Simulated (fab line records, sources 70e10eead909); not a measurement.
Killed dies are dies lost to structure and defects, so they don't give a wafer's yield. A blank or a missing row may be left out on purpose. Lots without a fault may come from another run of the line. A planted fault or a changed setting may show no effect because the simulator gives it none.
Which tool did it? | flow nand_harc | 14 lots, 42 wafers sampled, at 4 steps of a route of 1302

WHAT THE GAUGES READ, wafer by wafer
The record holds no reading of a measuring or inspecting step that can be judged against a usual standard deviation.

WHICH TOOL RAN EACH LOT (tool, then ch and the chambers of the sampled wafers, then the start)
lot  | NHARC_A_CHANNEL_HOLE_D2_ETCH_24  | NHARC_A_CHANNEL_HOLE_D2_XSEM_32 | NHARC_A_CHANNEL_FILL_D2_ALD_02   | NHARC_A_CHANNEL_FILL_D2_ETCHBACK_19
L743 | har_etch-01 ch 0,1, day 13 05:35 | xsem-01 ch 0, day 13 08:47      | ald_hk-04 ch 2,3, day 13 11:12   | rie_si-05 ch 0,1,3, day 14 11:25
L744 | har_etch-02 ch 0,1, day 14 02:47 | xsem-02 ch 0, day 14 06:16      | ald_hk-03 ch 0,2,3, day 14 06:42 | rie_si-05 ch 1,3, day 15 06:56
L747 | har_etch-02 ch 0,1, day 15 05:11 | xsem-02 ch 0, day 15 08:40      | ald_hk-04 ch 0,1,2, day 15 08:58 | rie_si-05 ch 0,1,2, day 16 09:24
L752 | har_etch-01 ch 0,1, day 17 13:11 | xsem-01 ch 0, day 17 16:24      | ald_hk-02 ch 0,1,2, day 17 16:45 | rie_si-03 ch 0,2,3, day 18 16:23
L753 | har_etch-02 ch 0,1, day 17 18:50 | xsem-02 ch 0, day 17 22:20      | ald_hk-03 ch 1,2, day 17 22:38   | rie_si-03 ch 0,1,3, day 18 22:01
L756 | har_etch-01 ch 0,1, day 18 06:43 | xsem-01 ch 0, day 18 10:04      | ald_hk-02 ch 1,2,3, day 18 10:50 | rie_si-02 ch 1,2,3, day 19 10:15
L758 | har_etch-02 ch 0, day 19 10:37   | xsem-01 ch 0, day 19 13:58      | ald_hk-02 ch 1,2, day 19 16:36   | rie_si-02 ch 0,2,3, day 20 16:40
L757 | har_etch-01 ch 0,1, day 19 12:23 | xsem-02 ch 0, day 19 16:02      | ald_hk-02 ch 2,3, day 19 17:01   | rie_si-05 ch 0,1, day 20 16:39
L759 | har_etch-02 ch 0,1, day 20 06:41 | xsem-02 ch 0, day 20 10:20      | ald_hk-03 ch 0,1,2, day 20 10:50 | rie_si-02 ch 0,1,3, day 21 10:49
L761 | har_etch-02 ch 0, day 20 19:26   | xsem-02 ch 0, day 20 22:49      | ald_hk-04 ch 0,1,3, day 20 23:07 | rie_si-02 ch 1,2,3, day 21 22:48
L762 | har_etch-02 ch 0,1, day 21 09:50 | xsem-01 ch 0, day 21 13:20      | ald_hk-03 ch 0,1, day 21 13:44   | rie_si-03 ch 1,2, day 22 13:49
L763 | har_etch-01 ch 0,1, day 21 12:15 | xsem-02 ch 0, day 21 15:54      | ald_hk-04 ch 1,2,3, day 21 16:22 | rie_si-02 ch 0,2,3, day 22 13:48
L765 | har_etch-02 ch 0,1, day 22 12:49 | xsem-02 ch 0, day 22 16:18      | ald_hk-02 ch 0,1,2, day 22 17:32 | rie_si-05 ch 1,2,3, day 23 17:05
L766 | har_etch-02 ch 0,1, day 23 19:22 | xsem-02 ch 0, day 23 22:42      | ald_hk-03 ch 2,3, day 23 22:59   | rie_si-02 ch 1,2,3, day 24 20:02
- NHARC_A_CHANNEL_HOLE_D2_ETCH_24: etches the open film in C4F8/O2/Ar, time 906.2 s, target depth 1500 nm.
- NHARC_A_CHANNEL_HOLE_D2_XSEM_32
- NHARC_A_CHANNEL_FILL_D2_ALD_02: deposits SiO2, target thk 6 nm, pulse time 10 s, ald cycles 60.
- NHARC_A_CHANNEL_FILL_D2_ETCHBACK_19: etches the open film in HBr/Cl2, target depth 5 nm, time 1.7 s.

WHAT THE TOOLS THEMSELVES READ (means of the sampled wafers that have a number; where no wafer has one, the mark that the record gives instead)
NHARC_A_CHANNEL_HOLE_D2_ETCH_24. Usual: c4f8_flow_sccm 93.78 sccm, standard deviation 0.28; drypump_motor_current_A 5.1 A, standard deviation 0.49; showerhead_plenum_p_Torr 3.65 Torr, standard deviation 0.04; throttle_valve_pct 32.236 %, standard deviation 0.0092.
lot  | tool        | c4f8_flow_sccm (sccm) | drypump_motor_current_A (A) | showerhead_plenum_p_Torr (Torr) | throttle_valve_pct (%) | flag
L743 | har_etch-01 | 93.60                 | 5.1                         | 3.69                            | 32.236                 |
L744 | har_etch-02 | 94.12                 | 5.0                         | 3.70                            | 32.241                 |
L747 | har_etch-02 | 93.50                 | 4.8                         | 3.65                            | 32.236                 |
L752 | har_etch-01 | 94.01                 | 5.5                         | 3.66                            | 32.231                 |
L753 | har_etch-02 | 93.88                 | 4.8                         | 3.64                            | 32.234                 |
L756 | har_etch-01 | 93.87                 | 5.5                         | 3.65                            | 32.232                 |
L758 | har_etch-02 | 93.71                 | 4.7                         | 3.60                            | 32.237                 |
L757 | har_etch-01 | 93.50                 | 5.5                         | 3.64                            | 32.239                 |
L759 | har_etch-02 | 93.76                 | 5.0                         | 3.66                            | 32.235                 |
L761 | har_etch-02 | 94.12                 | 4.7                         | 3.59                            | 32.233                 |
L762 | har_etch-02 | 94.03                 | 4.8                         | 3.61                            | 32.233                 |
L763 | har_etch-01 | 93.87                 | 5.1                         | 3.63                            | 32.222                 |
L765 | har_etch-02 | 93.91                 | 5.0                         | 3.64                            | 32.242                 |
L766 | har_etch-02 | 93.69                 | 5.0                         | 3.63                            | 32.234                 |

NHARC_A_CHANNEL_HOLE_D2_XSEM_32. Usual: bot_cd_nm 74.3 nm, standard deviation 2.1; bow_nm 8.6 nm, standard deviation 0.31; tilt_deg 0.06 degrees, standard deviation 0.035.
lot  | tool    | bot_cd_nm (nm) | bow_nm (nm) | tilt_deg (degrees) | flag
L743 | xsem-01 | 73.9           | 8.2         | 0.09               |
L744 | xsem-02 | 75.7           | 8.8         | 0.08               |
L747 | xsem-02 | 73.8           | 8.5         | 0.05               |
L752 | xsem-01 | 77.5           | 8.9         | 0.03               |
L753 | xsem-02 | 75.0           | 8.6         | 0.01               |
L756 | xsem-01 | 77.8           | 8.9         | 0.11               |
L758 | xsem-01 | 74.6           | 8.3         | 0.01               |
L757 | xsem-02 | 74.2           | 8.6         | 0.12               |
L759 | xsem-02 | 75.8           | 8.9         | 0.02               |
L761 | xsem-02 | 72.6           | 8.8         | 0.07               |
L762 | xsem-01 | 73.3           | 8.4         | 0.12               |
L763 | xsem-02 | 72.7           | 8.6         | 0.08               |
L765 | xsem-02 | 73.4           | 9.3         | 0.10               |
L766 | xsem-02 | 74.1           | 8.5         | 0.04               |

NHARC_A_CHANNEL_FILL_D2_ALD_02. Usual: heater_power_w 483 W, standard deviation 48; precursor_pulse_height_rel 1.001, standard deviation 0.019.
lot  | tool      | heater_power_w (W) | precursor_pulse_height_rel | flag
L743 | ald_hk-04 | 467                | 1.011                      |
L744 | ald_hk-03 | 498                | 0.991                      |
L747 | ald_hk-04 | 496                | 1.011                      |
L752 | ald_hk-02 | 500                | 1.010                      |
L753 | ald_hk-03 | 390                | 1.006                      |
L756 | ald_hk-02 | 484                | 1.008                      |
L758 | ald_hk-02 | 506                | 0.976                      |
L757 | ald_hk-02 | 492                | 0.986                      |
L759 | ald_hk-03 | 452                | 1.003                      |
L761 | ald_hk-04 | 475                | 0.990                      |
L762 | ald_hk-03 | 512                | 1.010                      |
L763 | ald_hk-04 | 472                | 1.019                      |
L765 | ald_hk-02 | 505                | 1.001                      |
L766 | ald_hk-03 | 484                | 1.007                      |

NHARC_A_CHANNEL_FILL_D2_ETCHBACK_19. Usual: drypump_motor_current_A 5.9 A, standard deviation 0.36; mfc_cl2_sccm 49.96 sccm, standard deviation 0.15; oes_product_au 0.996 a.u., standard deviation 0.012; throttle_valve_pct 26.406 %, standard deviation 0.0091.
lot  | tool      | drypump_motor_current_A (A) | mfc_cl2_sccm (sccm) | oes_product_au (a.u.) | throttle_valve_pct (%) | flag
L743 | rie_si-05 | 5.8                         | 49.81               | 1.002                 | 26.406                 |
L744 | rie_si-05 | 5.9                         | 49.96               | 1.004                 | 26.399                 |
L747 | rie_si-05 | 6.0                         | 50.03               | 0.992                 | 26.405                 |
L752 | rie_si-03 | 6.3                         | 49.91               | 0.899                 | 26.403                 | OFF
L753 | rie_si-03 | 6.1                         | 49.92               | 0.917                 | 26.404                 | OFF
L756 | rie_si-02 | 5.7                         | 49.86               | 0.998                 | 26.404                 |
L758 | rie_si-02 | 5.6                         | 49.97               | 0.991                 | 26.409                 |
L757 | rie_si-05 | 5.7                         | 50.11               | 1.000                 | 26.404                 |
L759 | rie_si-02 | 5.8                         | 50.10               | 0.983                 | 26.409                 |
L761 | rie_si-02 | 5.7                         | 49.91               | 0.984                 | 26.398                 |
L762 | rie_si-03 | 5.9                         | 50.01               | 1.001                 | 26.410                 |
L763 | rie_si-02 | 5.6                         | 49.94               | 0.994                 | 26.405                 |
L765 | rie_si-05 | 6.1                         | 50.09               | 0.992                 | 26.416                 |
L766 | rie_si-02 | 5.7                         | 50.06               | 0.995                 | 26.410                 |

THE ANSWER, worked out from the rows above alone
Rule: a lot is off if the mean of its wafers that have a number lies more than 3 standard deviations from the usual mean. A lot without any number at a reading at which 4 lots or more have one is off too. The other lots that the step has rows for count as sound. The gauges are gone through in route order, then the tools' own readings, and for those a lot's mean is taken as printed above. The first step at which some lot is off is used, and at that step the reading that is off furthest; a lot without a number counts as furthest.
Off: L752, L753, at NHARC_A_CHANNEL_FILL_D2_ETCHBACK_19 (oes_product_au).
A tool fits if, at that step or a process step before it, it ran every lot that is off, and no sound lot after the first of them. None of those tried fits.

WHAT THE SIMULATOR HAD PUT IN
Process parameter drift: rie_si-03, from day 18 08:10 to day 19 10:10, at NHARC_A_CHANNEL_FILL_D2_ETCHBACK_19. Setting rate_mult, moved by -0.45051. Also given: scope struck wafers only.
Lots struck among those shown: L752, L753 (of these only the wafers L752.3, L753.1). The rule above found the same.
